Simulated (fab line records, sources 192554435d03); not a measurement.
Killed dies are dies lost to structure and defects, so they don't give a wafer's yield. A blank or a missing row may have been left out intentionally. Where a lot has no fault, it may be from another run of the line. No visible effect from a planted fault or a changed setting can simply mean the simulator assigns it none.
fab line records -- flow n5Finfet
record lots=10, wafers=28, lastDay=18
route steps=1938 shown BEOL_M0_SAQP@663 BEOL_M4@1111 PASSIVATION@1936
lots that met no fault: from a run of the same line without faults
startH: hours from the record's opening day to when the first of the lot's shown wafers began -- waitH: hours elapsed since this lot's preceding step -- " unchanged from the row above -- L1.1+2: a single row standing in for several wafers -- - no value present, or no start provided -- * or withheld: withheld -- < > ~ a bound
route shown NAME@n: NAME is a module with steps in the file, n the number in the route of the first one -- usual: mean and standard deviation over wafers with no fault -- same: alike in all rows -- chamber/n: place in a boat -- sites: each site's reading -- _std_site: standard deviation across them -- _edge_site: outer sites' mean less inner sites' -- radiusMm: for every site, how far away it sits from the centre of the wafer -- mask NAME#n: copy n -- behind: the most recent tool/chamber to have shaped the wafer -- hold: why the lot was held/for how many hours/how that ended -- device: names the non-switching transistor (n, p or np) -- end of line: tests run on the same wafers once the route is complete -- a step with no rows: only its recipe -- killed: not the wafer's yield, but the dies lost to structure and defects at the first sort -- map: a wafer's dies, x killed, . not, _ none there
set.NAME: the setting that was run; set.NAME@STEP: the one run at that earlier step -- model.NAME: the simulator's own value behind a step, which no gauge read
steps of the route over a sample of lots; a table a step, a row a wafer
services: from which hour (startH, from the record's first day; less than 0 if before it) a tool's chamber was out of use, for how many hours, and why
## steps
# step N5_BEOL_M0_SAQP_SPACER1_ALD_98
# recipe material=SiO2, targetThkA=128, tempC=300, aldPrecursorFamily=BDEAS, aldCoReactant=O2-plasma, pulseTimeS=1, purgeTimeS=2, coReactantPurgeTimeS=2, aldCycles=138, pressureTorr=2
# usual heaterPowerW=467/45, precursorPulseHeightRel=1.004/0.021
lot.wafer,tool,chamber,startH,waitH,heaterPowerW,precursorPulseHeightRel
L674.1,aldSin-03,1,112.69,0.3,380,0.975
L674.4,aldSin-03,3,112.69,0.3,424,1.075
L674.6,aldSin-03,0,112.69,0.3,491,0.983
L676.3,aldSin-04,3,118.83,0.2,541,1.023
L676.4,aldSin-04,2,118.83,0.2,481,0.989
L676.6,aldSin-04,1,118.83,0.2,499,1.019
L677.3,aldSin-02,3,126.71,0.3,418,0.989
L677.4,aldSin-02,1,126.71,0.3,478,1.004
L677.6,aldSin-02,2,126.71,0.3,437,0.993
L683.1,aldSin-04,2,162.33,0.3,481,1.008
L683.4,aldSin-04,1,162.33,0.3,487,0.995
L683.5,aldSin-04,2,162.33,0.3,470,1.020
L682.1,aldSin-03,2,166.49,0.4,507,0.993
L682.2,aldSin-03,3,166.49,0.4,427,1.014
L682.6,aldSin-03,3,166.49,0.4,414,1.023
L688.2,aldSin-03,2,206.74,0.3,505,1.005
L688.5,aldSin-03,2,206.74,0.3,502,1.019
L688.6,aldSin-03,1,206.74,0.3,381,1.005
L690.1,aldSin-03,2,207.74,0.3,509,1.006
L690.3,aldSin-03,0,207.74,0.3,455,0.992
L691.1,aldSin-04,2,217.04,1.2,478,1.005
L691.2,aldSin-04,1,217.04,1.2,501,1.000
L696.2,aldSin-04,1,240.75,0.3,501,1.019
L696.4,aldSin-04,0,240.75,0.3,403,0.998
L696.6,aldSin-04,3,240.75,0.3,542,1.011
L697.1,aldSin-02,2,246.34,0.3,438,1.018
L697.5,aldSin-02,2,246.34,0.3,438,0.992
L697.6,aldSin-02,3,246.34,0.3,410,0.970
# step N5_BEOL_M0_SAQP_ETCH_102
# recipe chemistry=CF4, target=SiO2, targetDepthA=40, ionEnergyEv=350, timeS=4.4, pressureMtorr=10, icpW=800, biasW=400, cf4FlowSccm=80
# usual drypumpMotorCurrentA=6.0/0.48, oesProductAu=0.994/0.021, rfFwdPowerW=789/3.4, throttleValvePct=21.82/0.18
lot.wafer,tool,chamber,startH,waitH,drypumpMotorCurrentA,oesProductAu,rfFwdPowerW,rfHoursCounterH,throttleValvePct
L674.1,rieSi-05,2,113.51,0.1,6.3,1.002,783,185,22.09
L674.4,rieSi-05,1,113.51,0.1,6.7,0.962,790,49,21.64
L674.6,rieSi-05,0,113.51,0.1,5.6,0.978,786,-,21.79
L676.3,rieSi-02,1,119.82,0.1,6.3,0.967,785,6,21.95
L676.4,rieSi-02,0,119.82,0.1,6.7,0.994,791,140,21.82
L676.6,rieSi-02,2,119.82,0.1,5.8,1.011,793,-,21.53
L677.3,rieSi-06,0,127.53,0.1,5.8,0.975,793,6,22.02
L677.4,rieSi-06,3,127.53,0.1,5.2,1.001,790,146,21.87
L677.6,rieSi-06,3,127.53,0.1,5.2,0.998,787,-,21.88
L683.1,rieSi-06,1,163.29,0.1,6.3,1.019,798,136,21.98
L683.4,rieSi-06,3,163.29,0.1,5.2,0.994,789,147,21.89
L683.5,rieSi-06,3,163.29,0.1,5.2,1.002,791,-,21.89
L682.1,rieSi-05,1,167.31,0.1,6.7,0.971,793,50,21.63
L682.2,rieSi-05,2,167.31,0.1,6.2,1.005,786,186,22.08
L682.6,rieSi-05,0,167.31,0.1,5.6,0.988,784,-,21.78
L688.2,rieSi-05,3,207.56,0.1,5.9,1.000,788,57,21.78
L688.5,rieSi-05,3,207.56,0.1,5.9,1.006,785,-,21.75
L688.6,rieSi-05,2,207.56,0.1,6.3,1.000,785,-,22.09
L690.1,rieSi-05,2,208.84,0.1,6.2,1.006,785,187,22.09
L690.3,rieSi-05,1,208.84,0.1,6.7,0.965,789,51,21.63
L691.1,rieSi-06,3,217.86,0.1,5.2,1.000,790,148,21.88
L691.2,rieSi-06,1,217.86,0.1,6.3,1.019,794,138,21.97
L696.2,rieSi-06,1,241.64,0.1,6.3,1.013,792,138,21.97
L696.4,rieSi-06,0,241.64,0.1,5.8,0.967,793,8,22.01
L696.6,rieSi-06,3,241.64,0.1,5.2,0.996,786,-,21.92
L697.1,rieSi-06,2,247.25,0.1,5.7,1.018,792,182,21.78
L697.5,rieSi-06,2,247.25,0.1,5.7,1.019,792,-,21.76
L697.6,rieSi-06,1,247.25,0.1,6.3,1.013,793,-,21.98
# step N5_BEOL_M0_SAQP_RECESS_109
# recipe chemistry=HF/NH3, target=SiO2, targetDepthA=30, afsCycles=1, tempC=30, sublimationTempC=180, sublimationTimeS=60
# usual drypumpMotorCurrentA=5.8/0.4, sublimationTempC=180.04/0.15
lot.wafer,tool,chamber,startH,waitH,drypumpMotorCurrentA,sublimationTempC
L674.1,vaporEtch-01,1,114.23,0.0,5.3,179.98
L674.4,vaporEtch-01,0,114.23,0.0,6.0,179.60
L674.6,vaporEtch-01,1,114.23,0.0,5.3,179.98
L676.3,vaporEtch-02,0,120.66,0.1,5.6,179.89
L676.4,vaporEtch-02,1,120.66,0.1,6.4,180.12
L676.6,vaporEtch-02,0,120.66,0.1,5.6,179.94
L677.3,vaporEtch-02,0,128.29,0.1,5.7,180.15
L677.4,vaporEtch-02,1,128.29,0.1,6.4,180.09
L677.6,vaporEtch-02,1,128.29,0.1,6.4,180.12
L683.1,vaporEtch-02,1,164.08,0.0,6.4,180.23
L683.4,vaporEtch-02,0,164.08,0.0,5.6,180.06
L683.5,vaporEtch-02,1,164.08,0.0,6.4,179.97
L682.1,vaporEtch-02,1,168.05,0.0,6.4,180.01
L682.2,vaporEtch-02,0,168.05,0.0,5.6,180.17
L682.6,vaporEtch-02,1,168.05,0.0,6.3,179.91
L688.2,vaporEtch-01,0,209.32,1.0,6.0,180.11
L688.5,vaporEtch-01,1,209.32,1.0,5.3,179.96
L688.6,vaporEtch-01,0,209.32,1.0,6.0,180.17
L690.1,vaporEtch-01,0,210.47,0.0,6.0,180.17
L690.3,vaporEtch-01,0,210.47,0.0,6.0,180.08
L691.1,vaporEtch-01,1,218.61,0.0,5.3,180.00
L691.2,vaporEtch-01,0,218.61,0.0,6.0,180.14
L696.2,vaporEtch-01,0,242.43,0.0,6.0,179.80
L696.4,vaporEtch-01,0,242.43,0.0,6.0,179.92
L696.6,vaporEtch-01,0,242.43,0.0,6.0,179.57
L697.1,vaporEtch-02,0,248.09,0.0,5.7,180.21
L697.5,vaporEtch-02,0,248.09,0.0,5.7,180.06
L697.6,vaporEtch-02,1,248.09,0.0,6.3,179.97
# step N5_BEOL_M0_SAQP_SPACER2_ALD_26
# recipe material=SiO2, targetThkA=150, tempC=300, aldPrecursorFamily=BDEAS, aldCoReactant=O2-plasma, pulseTimeS=1, purgeTimeS=2, coReactantPurgeTimeS=2, pressureTorr=2
# usual heaterPowerW=468/47, precursorPulseHeightRel=1.002/0.02
lot.wafer,tool,chamber,startH,waitH,heaterPowerW,precursorPulseHeightRel
L674.1,aldSin-02,3,114.38,0.1,411,1.021
L674.4,aldSin-02,3,114.38,0.1,408,1.006
L674.6,aldSin-02,2,114.38,0.1,430,1.015
L676.3,aldSin-04,2,121.32,0.6,471,0.978
L676.4,aldSin-04,1,121.32,0.6,482,1.000
L676.6,aldSin-04,2,121.32,0.6,492,0.999
L677.3,aldSin-04,2,128.40,0.1,479,0.983
L677.4,aldSin-04,3,128.40,0.1,530,1.019
L677.6,aldSin-04,1,128.40,0.1,501,1.015
L683.1,aldSin-03,2,164.23,0.1,511,1.035
L683.4,aldSin-03,1,164.23,0.1,392,1.014
L683.5,aldSin-03,3,164.23,0.1,432,0.994
L682.1,aldSin-04,0,168.19,0.1,405,0.986
L682.2,aldSin-04,3,168.19,0.1,545,0.981
L682.6,aldSin-04,0,168.19,0.1,403,1.016
L688.2,aldSin-03,1,209.47,0.1,383,0.990
L688.5,aldSin-03,2,209.47,0.1,503,1.030
L688.6,aldSin-03,3,209.47,0.1,438,1.004
L690.1,aldSin-03,0,211.53,1.0,450,0.993
L690.3,aldSin-03,2,211.53,1.0,488,1.016
L691.1,aldSin-03,3,218.75,0.1,442,1.017
L691.2,aldSin-03,2,218.75,0.1,518,1.039
L696.2,aldSin-04,1,242.62,0.1,499,0.996
L696.4,aldSin-04,2,242.62,0.1,487,0.982
L696.6,aldSin-04,0,242.62,0.1,398,1.036
L697.1,aldSin-02,0,248.46,0.3,484,0.992
L697.5,aldSin-02,1,248.46,0.3,476,0.995
L697.6,aldSin-02,0,248.46,0.3,482,1.013
# step N5_BEOL_M0_SAQP_CD_MEAS_29
# recipe targetCdNm=14.4, landingEnergyEv=1000, detector=seInlens
# usual cdNm=15.08/0.22
lot.wafer,tool,chamber,startH,waitH,cdNm
L674.1,cdSem-03,0,115.12,0.1,15.00
L674.4,cdSem-03,0,115.12,0.1,14.95
L674.6,cdSem-03,0,115.12,0.1,15.30
L676.3,cdSem-01,0,122.07,0.1,15.39
L676.4,cdSem-01,0,122.07,0.1,14.62
L676.6,cdSem-01,0,122.07,0.1,15.13
L677.3,cdSem-03,0,129.16,0.1,15.21
L677.4,cdSem-03,0,129.16,0.1,15.43
L677.6,cdSem-03,0,129.16,0.1,15.20
L683.1,cdSem-03,0,164.98,0.1,14.79
L683.4,cdSem-03,0,164.98,0.1,15.25
L683.5,cdSem-03,0,164.98,0.1,15.08
L682.1,cdSem-03,0,168.94,0.1,15.28
L682.2,cdSem-03,0,168.94,0.1,14.95
L682.6,cdSem-03,0,168.94,0.1,15.20
L688.2,cdSem-01,0,210.25,0.1,15.11
L688.5,cdSem-01,0,210.25,0.1,15.21
L688.6,cdSem-01,0,210.25,0.1,14.97
L690.1,cdSem-01,0,212.28,0.1,15.17
L690.3,cdSem-01,0,212.28,0.1,10.71
L691.1,cdSem-02,0,219.50,0.1,15.19
L691.2,cdSem-02,0,219.50,0.1,10.63
L696.2,cdSem-03,0,243.42,0.1,14.66
L696.4,cdSem-03,0,243.42,0.1,14.99
L696.6,cdSem-03,0,243.42,0.1,15.43
L697.1,cdSem-01,0,249.35,0.1,15.55
L697.5,cdSem-01,0,249.35,0.1,15.39
L697.6,cdSem-01,0,249.35,0.1,15.15
# step N5_BEOL_M4_RC_MEAS_101
# usual DIBL_N=36.3/2, DIBL_P=36.3/2.4, IOFF_N=0.16/0.034, IOFF_P=0.21/0.035, ION_N=672/12, ION_P=459/6.5, SS_N=71.6/0.67, SS_P=73.3/0.71, VT_N=250/3.5, VT_P=-251/3
lot.wafer,tool,chamber,startH,waitH,DIBL_N[mV/V],DIBL_P[mV/V],IOFF_N[nA/um],IOFF_P[nA/um],ION_N[uA/um],ION_P[uA/um],SS_N[mV/dec],SS_P[mV/dec],VT_N[mV],VT_P[mV]
L674.1,prober-02,0,168.43,0.0,35.2,33.4,0.12,0.18,658,453,71.4,72.0,252,-254
L674.4,prober-02,0,168.43,0.0,37.8,36.8,0.17,0.23,676,464,71.9,73.4,248,-248
L674.6,prober-02,0,168.43,0.0,35.8,34.4,0.14,0.19,672,459,71.5,72.6,252,-250
L676.3,prober-02,0,175.68,0.3,32.6,31.7,0.10,0.15,651,456,70.0,72.0,259,-256
L676.4,prober-02,0,175.68,0.3,32.3,31.6,0.10,0.15,653,453,69.8,71.8,256,-253
L676.6,prober-02,0,175.68,0.3,32.3,31.5,0.10,0.15,664,456,70.1,72.1,257,-254
L677.3,prober-02,0,184.97,0.3,35.0,34.4,0.14,0.18,666,453,71.1,73.2,249,-254
L677.4,prober-02,0,184.97,0.3,33.2,31.5,0.10,0.13,647,440,70.8,72.8,256,-256
L677.6,prober-02,0,184.97,0.3,33.3,32.3,0.11,0.15,650,452,70.9,72.7,256,-253
L683.1,prober-02,0,242.48,0.0,36.2,34.9,0.14,0.16,668,452,71.8,73.0,253,-257
L683.4,prober-02,0,242.48,0.0,40.1,40.8,0.23,0.26,681,462,72.4,73.9,245,-251
L683.5,prober-02,0,242.48,0.0,39.7,37.9,0.20,0.21,677,453,73.6,73.3,252,-252
L682.1,prober-02,0,253.69,0.0,36.3,35.8,0.16,0.24,670,465,72.2,72.4,252,-246
L682.2,prober-02,0,253.69,0.0,34.7,33.7,0.13,0.20,658,463,71.6,72.2,251,-250
L682.6,prober-02,0,253.69,0.0,33.9,32.3,0.11,0.17,627,450,72.0,72.4,259,-250
L688.2,prober-01,0,288.35,0.2,40.2,39.4,0.22,0.27,683,469,72.0,74.3,245,-246
L688.5,prober-01,0,288.35,0.2,37.9,37.2,0.17,0.22,667,463,71.9,74.1,249,-249
L688.6,prober-01,0,288.35,0.2,37.9,36.3,0.16,0.21,667,457,71.3,74.1,251,-251
L691.1,prober-02,0,293.28,0.0,39.6,39.7,0.21,0.25,684,467,72.5,73.8,244,-249
L690.1,prober-02,0,302.96,0.0,36.1,37.3,0.15,0.22,661,462,71.3,73.1,249,-248
L696.2,prober-02,0,313.77,0.2,36.8,36.2,0.16,0.20,676,458,71.6,74.0,251,-249
L696.4,prober-02,0,313.77,0.2,33.8,32.4,0.12,0.15,666,460,70.9,72.0,255,-256
L696.6,prober-02,0,313.77,0.2,34.3,33.0,0.13,0.16,672,459,70.7,72.4,253,-252
L697.1,prober-01,0,326.38,0.0,36.8,37.1,0.19,0.22,680,459,71.8,73.0,248,-249
L697.5,prober-01,0,326.38,0.0,37.2,37.9,0.20,0.24,679,459,72.0,73.4,246,-248
L697.6,prober-01,0,326.38,0.0,36.1,36.1,0.18,0.21,684,462,72.0,72.6,245,-251
# step N5_PASSIVATION_PROBE_49
# usual defectLimitedYield=91.4/1.5, killed_at_M0_to_M3=33/11, killed_at_M4_up=14/5.3, killedAtContacts=13/6.2, killedAtFrontEnd=39/13, killedAtOther=3.1/2.8, killedDies=102/17, killedOnRim=13/3.8, killedOpen=68/13, killedShort=32/7.8, sort_bin_4_leakage=0.00/0.007, sort_bin_5_function=5.1/0.95, sort_bin_6_memory=3.2/0.7, sort_bin_8_speed=0.02/0.16, sortNPass=1078/18, sortYieldPct=91.3/1.5
# same grossDies=1180, killedAtBackSide=0
lot.wafer,tool,chamber,startH,waitH,defectLimitedYield[%],killed_at_M0_to_M3,killed_at_M4_up,killedAtContacts,killedAtFrontEnd,killedAtOther,killedDies,killedOnRim,killedOpen,killedShort,sort_bin_4_leakage[%],sort_bin_5_function[%],sort_bin_6_memory[%],sort_bin_8_speed[%],sortNPass,sortYieldPct[%]
L674.1,prober-01,-,274.47,0.0,94.7,20,12,8,20,3,63,5,35,27,0,3.1,2.1,0,1117,94.7
L674.4,prober-01,-,274.62,0.2,91.8,42,17,10,24,4,97,13,58,35,0,4.5,3.2,0,1083,91.8
L674.6,prober-01,-,274.72,0.3,91.3,36,12,16,33,6,103,12,62,37,0,5.1,3.0,0,1077,91.3
L677.3,prober-02,-,285.12,0.1,90.8,37,31,6,34,1,109,13,83,26,0,5.6,3.6,0,1071,90.8
L677.4,prober-02,-,285.17,0.2,91.1,27,22,13,43,0,105,18,77,24,0,4.4,3.9,0.17,1073,90.9
L677.6,prober-02,-,285.27,0.3,88.4,30,37,26,44,0,137,21,96,40,0,7.0,4.2,0.08,1042,88.3
L682.1,prober-02,-,357.87,0.0,89.2,45,7,19,55,2,128,16,85,37,0,5.9,4.5,0,1052,89.2
L682.2,prober-02,-,357.92,0.1,89.2,60,8,7,53,0,128,19,95,32,0,5.7,4.8,0,1052,89.2
L682.6,prober-02,-,358.12,0.3,89.0,57,15,17,36,5,130,17,89,40,0,6.9,3.7,1.86,1028,87.1
L691.1,prober-01,-,394.61,0.0,89.7,37,10,16,58,1,122,11,79,42,0,6.3,3.6,0,1058,89.7
L691.2,prober-01,-,394.66,0.1,0,1094,21,14,49,2,1180,152,73,38,0,5.9,3.0,0,0,0
L690.1,prober-01,-,409.83,0.0,91.4,26,17,19,34,5,101,11,70,31,0,5.1,3.4,0,1079,91.4
L690.3,prober-01,-,409.93,0.1,0,1130,8,23,17,2,1180,152,67,23,0,4.6,2.9,0,0,0
L696.2,prober-02,-,419.96,0.1,92.1,34,7,11,41,0,93,8,66,27,0,4.7,3.1,0,1087,92.1
L696.4,prober-02,-,420.06,0.2,91.8,37,18,10,32,0,97,15,70,25,0,4.6,3.3,0,1083,91.8
L696.6,prober-02,-,420.16,0.3,92.5,37,12,9,29,2,89,11,62,26,0,4.6,2.9,0,1091,92.5
L697.1,prober-02,-,434.71,0.1,91.3,27,10,23,39,4,103,15,74,29,0,4.7,3.8,0,1077,91.3
L697.5,prober-02,-,434.91,0.3,92.9,16,26,9,33,0,84,10,60,23,0,4.0,2.7,0,1096,92.9
L697.6,prober-02,-,434.96,0.4,89.2,16,22,30,55,4,127,17,93,32,0,7.2,3.1,0,1053,89.2
# killed by level:class
L674.1 MOL_CONTACT_COAG:geometricParticle:open=5 BEOL_M0_SAQP:geometricParticle:short=5 BEOL_M4:geometricParticle:open=5 DUMMY_GATE:geometricParticle:open=4 STARTING-WAFER:geometricParticle:short=4 ILD0:geometricParticle:short=3 MOL_CONTACT_COAG:geometricParticle:short=3 BEOL_M0_SAQP:geometricParticle:open=3
L674.4 BEOL_M2:geometricParticle:open=11 MOL_CONTACT_COAG:geometricParticle:open=8 BEOL_M1:geometricParticle:short=7 BEOL_M0_SAQP:geometricParticle:short=6 BEOL_M1:geometricParticle:open=6 BEOL_M4:geometricParticle:open=6 GATE_CUT:geometricParticle:short=4 BEOL_M0_SAQP:geometricParticle:open=4
L674.6 MOL_CONTACT_COAG:geometricParticle:open=15 FIN_SAQP:geometricParticle:open=9 BEOL_M3:geometricParticle:open=7 BEOL_M0_SAQP:geometricParticle:short=6 BEOL_M1:geometricParticle:short=6 FIN_SAQP:geometricParticle:short=4 STI_FIN_REVEAL:geometricParticle:open=4 BEOL_M0:geometricParticle:open=4
L677.3 BEOL_M4:geometricParticle:open=17 STI_FIN_REVEAL:geometricParticle:open=9 BEOL_M3:geometricParticle:open=9 DUMMY_GATE:geometricParticle:open=8 BEOL_M0_SAQP:geometricParticle:open=7 BEOL_M2:geometricParticle:open=6 BEOL_M1:geometricParticle:open=5 FIN_SAQP:geometricParticle:open=4
L677.4 STI_FIN_REVEAL:geometricParticle:open=11 MOL_CONTACT_COAG:geometricParticle:open=11 BEOL_M2:geometricParticle:open=10 BEOL_M3:geometricParticle:open=10 FIN_SAQP:geometricParticle:open=9 BEOL_M4:geometricParticle:open=8 FIN_SAQP:geometricParticle:short=5 DUMMY_GATE:geometricParticle:open=4
L677.6 MOL_CONTACT_COAG:geometricParticle:open=21 BEOL_M4:geometricParticle:open=13 FIN_SAQP:geometricParticle:open=12 STI_FIN_REVEAL:geometricParticle:open=11 FIN_SAQP:geometricParticle:short=9 BEOL_M3:geometricParticle:open=9 BEOL_M0_SAQP:geometricParticle:short=7 BEOL_M4:geometricParticle:short=6
L682.1 STI_FIN_REVEAL:geometricParticle:open=15 MOL_CONTACT_COAG:geometricParticle:open=14 BEOL_M0_SAQP:geometricParticle:open=12 BEOL_M3:geometricParticle:open=9 BEOL_M0_SAQP:geometricParticle:short=8 BEOL_M1:geometricParticle:open=8 FIN_SAQP:geometricParticle:short=7 DUMMY_GATE:geometricParticle:open=6
L682.2 STI_FIN_REVEAL:geometricParticle:open=29 BEOL_M1:geometricParticle:open=17 BEOL_M0_SAQP:geometricParticle:short=12 BEOL_M2:geometricParticle:open=12 BEOL_M0_SAQP:geometricParticle:open=11 STI_FIN_REVEAL:geometricParticle:short=5 MOL_CONTACT_COAG:geometricParticle:open=5 BEOL_M3:geometricParticle:open=4
L682.6 STI_FIN_REVEAL:geometricParticle:open=20 BEOL_M0_SAQP:geometricParticle:short=16 MOL_CONTACT_COAG:geometricParticle:open=13 BEOL_M4:geometricParticle:open=12 BEOL_M0_SAQP:geometricParticle:open=10 BEOL_M1:geometricParticle:open=7 BEOL_M3:geometricParticle:open=7 BEOL_M2:geometricParticle:open=6
L691.1 FIN_SAQP:geometricParticle:open=16 MOL_CONTACT_COAG:geometricParticle:open=13 BEOL_M0_SAQP:geometricParticle:open=10 BEOL_M0:geometricParticle:open=10 GATE_CUT:geometricParticle:short=8 FIN_SAQP:geometricParticle:short=7 STI_FIN_REVEAL:geometricParticle:open=7 BEOL_M1:geometricParticle:short=5
L691.2 BEOL_M0_SAQP:areaAld=1069 MOL_CONTACT_COAG:geometricParticle:open=11 BEOL_M0_SAQP:geometricParticle:short=11 BEOL_M4:geometricParticle:open=10 FIN_SAQP:geometricParticle:open=8 GATE_CUT:geometricParticle:short=8 BEOL_M0_SAQP:geometricParticle:open=8 DUMMY_GATE:geometricParticle:open=7
L690.1 MOL_CONTACT_COAG:geometricParticle:open=18 BEOL_M4:geometricParticle:open=10 STI_FIN_REVEAL:geometricParticle:open=8 BEOL_M2:geometricParticle:open=7 BEOL_M0_SAQP:geometricParticle:short=6 FIN_SAQP:geometricParticle:open=5 FIN_SAQP:geometricParticle:short=5 DUMMY_GATE:geometricParticle:open=5
L690.3 BEOL_M0_SAQP:areaAld=1090 MOL_CONTACT_COAG:geometricParticle:open=19 BEOL_M1:geometricParticle:open=10 BEOL_M0_SAQP:geometricParticle:open=9 BEOL_M2:geometricParticle:open=6 BEOL_M3:geometricParticle:open=5 MOL_CONTACT_COAG:geometricParticle:short=4 BEOL_M3:geometricParticle:short=4
L696.2 FIN_SAQP:geometricParticle:open=21 BEOL_M3:geometricParticle:open=13 MOL_CONTACT_COAG:geometricParticle:open=8 FIN_SAQP:geometricParticle:short=7 BEOL_M0_SAQP:geometricParticle:open=5 BEOL_M0_SAQP:geometricParticle:short=5 BEOL_M1:geometricParticle:open=5 DUMMY_GATE:geometricParticle:open=4
L696.4 MOL_CONTACT_COAG:geometricParticle:open=10 BEOL_M0_SAQP:geometricParticle:open=10 BEOL_M1:geometricParticle:open=8 STARTING-WAFER:geometricParticle:open=8 BEOL_M0_SAQP:geometricParticle:short=6 BEOL_M4:geometricParticle:open=6 STI_FIN_REVEAL:geometricParticle:open=5 BEOL_M3:geometricParticle:open=5
L696.6 BEOL_M1:geometricParticle:open=9 BEOL_M3:geometricParticle:open=9 MOL_CONTACT_COAG:geometricParticle:open=8 BEOL_M5:geometricParticle:open=7 BEOL_M0_SAQP:geometricParticle:open=6 BEOL_M0_SAQP:geometricParticle:short=6 FIN_SAQP:geometricParticle:open=5 DUMMY_GATE:geometricParticle:short=4
L697.1 MOL_CONTACT_COAG:geometricParticle:open=19 BEOL_M1:geometricParticle:open=12 FIN_SAQP:geometricParticle:open=6 GATE_CUT:geometricParticle:short=6 STI_FIN_REVEAL:geometricParticle:open=5 ILD0:geometricParticle:open=5 GATE_CUT:geometricParticle:open=4 MOL_CONTACT_COAG:geometricParticle:short=4
L697.5 BEOL_M5:geometricParticle:open=11 STI_FIN_REVEAL:geometricParticle:open=9 FIN_SAQP:geometricParticle:open=6 MOL_CONTACT_COAG:geometricParticle:open=6 BEOL_M4:geometricParticle:open=5 BEOL_M2:geometricParticle:open=4 ILD0:geometricParticle:open=4 GATE_CUT:geometricParticle:open=4
L697.6 MOL_CONTACT_COAG:geometricParticle:open=22 STI_FIN_REVEAL:geometricParticle:open=19 FIN_SAQP:geometricParticle:open=9 MOL_CONTACT_COAG:geometricParticle:short=8 BEOL_M1:geometricParticle:open=8 BEOL_M5:geometricParticle:open=7 BEOL_M4:geometricParticle:open=6 STI_FIN_REVEAL:geometricParticle:short=5
## services
tool,chamber,startH,hours,kind
aldSin-04,0,100.66,-,clean
aldSin-04,1,100.66,-,clean
aldSin-04,2,100.66,-,clean
aldSin-04,3,100.66,-,clean
aldSin-02,0,110.53,4.8,repair
aldSin-04,0,119.66,9.7,repair
rieSi-06,2,138.78,8.2,repair
aldSin-02,0,141.93,1.6,repair
aldSin-04,0,144.09,3.0,repair
rieSi-05,3,146.86,29.3,repair
rieSi-02,1,153.02,11.9,repair
aldSin-03,-,177.52,14.0,pm
aldSin-03,0,177.52,14.0,ventCycle
aldSin-03,1,177.52,14.0,ventCycle
aldSin-03,2,177.52,14.0,ventCycle
aldSin-02,-,183.50,0.2,repair
aldSin-04,0,197.08,28.9,repair
rieSi-02,-,204.04,14.6,pm
rieSi-06,0,210.44,8.4,repair
rieSi-05,0,215.47,4.6,repair
rieSi-02,-,222.50,1.0,repair
rieSi-02,3,228.92,1.4,repair
aldSin-04,-,230.93,2.8,pm
vaporEtch-01,0,233.97,1.7,repair
## key
firstSign step=N5_BEOL_M0_SAQP_CD_MEAS_29, reading=cdNm, direction=down, sigmas=20, usual=15.08, struck=10.67
effect step=N5_PASSIVATION_PROBE_49, reading=killed_at_M0_to_M3, direction=up, sigmas=99, usual=33, struck=1112
moreKillsBornAt N5_BEOL_M0_SAQP_SPACER2_ALD_26@aldSin-03=2159
metAt N5_BEOL_M0_SAQP_SPACER2_ALD_26
struckLots L690,L691
struckWafers L690.3,L691.2
laterRowsLeftOut L690.3,L691.2
notActingAt N5_BEOL_M0_SAQP_SPACER1_ALD_98,N5_BEOL_M0_SAQP_ETCH_102,N5_BEOL_M0_SAQP_RECESS_109
onsetBetween 209.47 211.53
fault kind=processParameterDrift, tool=aldSin-03, chamber=-, onsetH=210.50, steps=N5_BEOL_M0_SAQP_SPACER2_ALD_26, channel=targetThkA, offset=*, shape=step, endH=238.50, scope=struckWafersOnly, actsIn=*, stated=*
# laterRowsLeftOut: the simulator's readings of these wafers behind a module that went badly wrong aren't trusted and aren't shown, but for the sort
